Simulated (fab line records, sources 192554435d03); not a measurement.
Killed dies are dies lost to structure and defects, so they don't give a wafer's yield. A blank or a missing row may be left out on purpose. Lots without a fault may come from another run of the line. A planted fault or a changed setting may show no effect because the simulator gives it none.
Chamber matching | flow n5_finfet | N5_HKMG_FIN_ALD_71 on ald_metal-04: 4 sister chambers
The step deposits TiN, target thk 1 nm, pulse time 1 s, purge time 3 s. 16 wafers are shown with their chamber, then 8 later ones without.

WAFERS WITH THEIR CHAMBER
wafer  | chamber | heater_power_w (W) | heater_power_outer_w (W) | precursor_pulse_height_rel
L074.1 | 0       | 932                | 556                      | 1.021
L074.3 | 2       | 707                | 437                      | 1.020
L074.5 | 0       | 945                | 536                      | 1.000
L075.2 | 1       | 947                | 606                      | 0.998
L075.4 | 3       | 750                | 469                      | 0.989
L075.5 | 0       | 945                | 553                      | 0.984
L076.3 | 3       | 748                | 461                      | 0.990
L076.4 | 1       | 972                | 600                      | 0.991
L076.6 | 0       | 943                | 537                      | 0.999
L078.1 | 0       | 938                | 539                      | 0.957
L078.3 | 1       | 951                | 604                      | 0.993
L078.5 | 0       | 912                | 550                      | 0.973
L080.2 | 1       | 970                | 623                      | 0.989
L080.3 | 0       | 933                | 540                      | 0.999
L080.4 | 1       | 919                | 626                      | 0.977
L084.1 | 1       | 962                | 614                      | 0.968

SIGNATURES (means of the wafers above)
reading                    | chamber 0 | chamber 1 | chamber 2 | chamber 3 | scatter within a chamber
heater_power_w             | 935.43    | 953.50    | 707.00    | 749.00    | 15.1
heater_power_outer_w       | 544.43    | 612.17    | 437.00    | 465.00    | 9.18
precursor_pulse_height_rel | 0.99043   | 0.98600   | 1.02000   | 0.98950   | 0.0165
Rule: a wafer's distance from a chamber is the root of the sum, over the readings, of the square of ((its reading less the chamber's mean) divided by the reading's scatter). The wafer belongs to the nearest chamber; if the next one is less than 2 further off, it can't be placed. The scatter: the root of (the sum of the squares of (reading less its chamber's mean) over the shown wafers, divided by (wafers less chambers)).

WAFERS WITHOUT THEIR CHAMBER
wafer  | heater_power_w (W) | heater_power_outer_w (W) | precursor_pulse_height_rel
L084.2 | 753                | 461                      | 0.976
L084.4 | 720                | 431                      | 1.014
L088.2 | 714                | 442                      | 1.034
L088.3 | 736                | 465                      | 1.023
L088.5 | 925                | 606                      | 0.979
L096.1 | 946                | 614                      | 0.995
L096.4 | 947                | 546                      | 0.998
L096.5 | 933                | 553                      | 1.009

WHICH CHAMBER EACH WENT THROUGH
wafer  | from the rows above     | in truth
L084.2 | 3                       | 3
L084.4 | 2                       | 2
L088.2 | 2                       | 2
L088.3 | can't be placed: 3 or 2 | 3
L088.5 | 1                       | 1
L096.1 | 1                       | 1
L096.4 | 0                       | 0
L096.5 | 0                       | 0
Placed correctly: 7 of 8. Can't be placed from these rows: 1 (the true chamber is among the candidates in 1). Placed wrongly: 0.
